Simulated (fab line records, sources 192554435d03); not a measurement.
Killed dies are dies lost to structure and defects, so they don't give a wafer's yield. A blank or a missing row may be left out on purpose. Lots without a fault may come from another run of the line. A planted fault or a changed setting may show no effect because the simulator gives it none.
Chamber matching | flow n5_finfet | N5_BEOL_M1_ETCH_64 on rie_diel-05: 4 sister chambers
The step etches SOC in N2/H2, target depth 75 nm, overetch 15 nm, time 112.5 s. 4 wafers are shown with their chamber, then 11 later ones without.

WAFERS WITH THEIR CHAMBER
wafer  | chamber | drypump_motor_current_A (A)
L084.2 | 3       | 5.6
L084.3 | 2       | 5.0
L084.5 | 0       | 6.1
L085.2 | 1       | 5.7

WAFERS WITHOUT THEIR CHAMBER
wafer  | drypump_motor_current_A (A)
L085.3 | 6.2
L085.6 | 5.6
L091.2 | 5.7
L091.3 | 6.2
L091.4 | 5.6
L094.2 | 5.7
L094.5 | 5.0
L094.6 | 5.7
L095.1 | 5.6
L095.3 | 5.7
L095.4 | 6.1

WHICH CHAMBER EACH WENT THROUGH
wafer  | from the rows above | in truth
L085.3 | 0                   | 0
L085.6 | 3                   | 3
L091.2 | 1                   | 1
L091.3 | 0                   | 0
L091.4 | 3                   | 3
L094.2 | 1                   | 1
L094.5 | 2                   | 2
L094.6 | 1                   | 1
L095.1 | 3                   | 3
L095.3 | 1                   | 1
L095.4 | 0                   | 0
Placed correctly: 11 of 11. Can't be placed from these rows: 0. Placed wrongly: 0.
How it was worked out, from the rows above alone: a wafer's distance from a chamber is the root of the sum, over the readings, of the square of ((its reading less the chamber's mean) divided by the reading's scatter). The wafer belongs to the nearest chamber; if the next one is less than 2 further off, it can't be placed. A chamber's mean is the mean of its shown wafers. The scatter: with one shown wafer a chamber, the root of the mean of the squares of how far each hidden wafer lies from its nearest shown one.
